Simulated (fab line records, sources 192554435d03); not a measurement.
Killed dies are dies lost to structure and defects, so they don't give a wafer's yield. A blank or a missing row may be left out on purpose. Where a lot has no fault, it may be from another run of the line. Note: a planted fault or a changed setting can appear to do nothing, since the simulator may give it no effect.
A struck lot beside a sound one / flow n5 finfet / 15 steps out of a route of 1938
Sound: wafers L127.2, L127.3, L127.5. Struck: wafer L137.6. (L137.2, L137.5 of the same lot were not struck and are left out.) The cause comes at the end.
Each step with rows lists, per side, the tool, then ch with its chambers, then its first start. Under that, the readings that differ: sound wafers / struck wafers / difference of the means / sigmas: that difference in standard deviations of wafers without a fault.
alike: same words and numbers on both sides, and readings whose means sit less than 2 such deviations apart. not compared: any withheld reading, any reading some wafer has no value for, any bound like >300 that may hide the same value, and any number with overlapping values for which the record gives no deviation.
Wherever a step has rows on one side only, a row that says differs or no value, or a row with sigmas, the two part there. Numbers that have no deviation but don't overlap get no sigmas and don't part them. A reading that every wafer of one side lacks parts them only if that side has two wafers or more.

N5_BEOL_M9_TRENCH_ETCH_37: etches SiCOH lowk in C4F6/O2, target depth 151.43 nm, time 49 s.
  sound: rie diel-02 ch 0,1; struck: rie diel-02 ch 3
reading=throttle valve pct (%); sound=20.77 20.59 20.62; struck=21.12; difference=+0.46; sigmas=+2
  alike: drypump motor current A, oes product au, rf fwd power W, rf vpp V, showerhead plenum p Torr
  not compared: rf hours counter h
N5_BEOL_M9_ETCH_41: etches SiCN in CH3F/O2, target depth 36.6 nm, time 70.1 s.
  sound: rie diel-02 ch 0,1; struck: rie diel-02 ch 3
reading=throttle valve pct (%); sound=16.11 16.09 16.09; struck=16.59; difference=+0.49; sigmas=+2
  alike: drypump motor current A, oes product au, rf fwd power W, rf vpp V, showerhead plenum p Torr
  not compared: rf hours counter h
N5_BEOL_M9_STRIP_80: strips in N2/H2, time 10 s.
  sound: rie diel-02 ch 0,1; struck: rie diel-02 ch 3
reading=throttle valve pct (%); sound=23.49 23.50 23.47; struck=24.05; difference=+0.56; sigmas=+2
  alike: drypump motor current A, n2 flow sccm, oes product au, rf vpp V, showerhead plenum p Torr
  not compared: rf hours counter h
N5_BEOL_M9_OCD_MEAS_38:
  sound: ocd-01 at day 10 20:16; struck: ocd-01 at day 15 08:30
  alike: trench depth nm
then, 4 steps without rows for these wafers: N5_BEOL_M9_HM_STRIP_39 (strips TiN in peroxide tin strip, target depth 25 nm, time 158 s); N5_BEOL_M9_SRD_40 (time 30 s); N5_BEOL_M9_PRECLEAN_42 (cleans in residue remover, time 60 s); N5_BEOL_M9_SRD_43 (time 30 s).
N5_BEOL_M9_CD_MEAS_35: target cd 70 nm, target cd y 40 nm.
  sound: cd sem-02 at day 10 20:25; struck: cd sem-02 at day 15 08:39
  alike: cd nm
then, 1 step without rows for these wafers: N5_BEOL_M9_CURE_72 (cures SiCOH lowk, time 120 s).
N5_BEOL_M9_DEGAS_44: time 60 s.
  sound: pvd sputter-02 at day 10 21:09; struck: pvd sputter-01 at day 15 10:32
reading=heater power w (W); sound=326 292 295; struck=362; difference=+58; sigmas=+2
  alike: susceptor temp C
N5_BEOL_M9_PRE_CLEAN_45: time 30 s.
  sound: pvd sputter-02 at day 10 21:11; struck: pvd sputter-01 at day 15 10:35
reading=heater power w (W); sound=323 292 296; struck=359; difference=+55; sigmas=+2
  alike: susceptor temp C
N5_BEOL_M9_ALD_74: deposits TaN, target thk 2 nm, pulse time 2 s, purge time 3 s.
  sound on ald metal-04 ch 1,3, day 10 21:16; struck on ald metal-03 ch 1, day 15 10:50
reading=ald cycles; sound=40 40 40; struck=38; difference=-2; sigmas=
  alike: heater power w
  not compared: susceptor temp C
following that, these wafers have no rows for 1 step: N5_BEOL_M9_SURFACE_TREAT_79.
-- the record jumps here: 3 days lie between the struck wafers' starts before and after (it left off in module BEOL_M9 and takes up again in module PASSIVATION, whose first step shown is number 1936 of the route) --
N5_PASSIVATION_PROBE_49:
  sound: prober-01 at day 13 02:58; struck: prober-02 at day 17 22:55
reading=sort_bin_5_function (%); sound=5.4 7.3 6.1; struck=4.3; difference=-2.0; sigmas=-2
  alike: defect limited yield, killed_at_M0_to_M3, killed_at_M4_up, killed at contacts, killed at front end, killed at other, killed dies, killed on rim, killed open, killed short, sort_bin_6_memory, sort n pass, sort yield pct

WHERE THEY PART
Last at N5_PASSIVATION_PROBE_49 as far as this record goes, first at N5_BEOL_M9_TRENCH_ETCH_37.

WHY: what had been put in by the simulator
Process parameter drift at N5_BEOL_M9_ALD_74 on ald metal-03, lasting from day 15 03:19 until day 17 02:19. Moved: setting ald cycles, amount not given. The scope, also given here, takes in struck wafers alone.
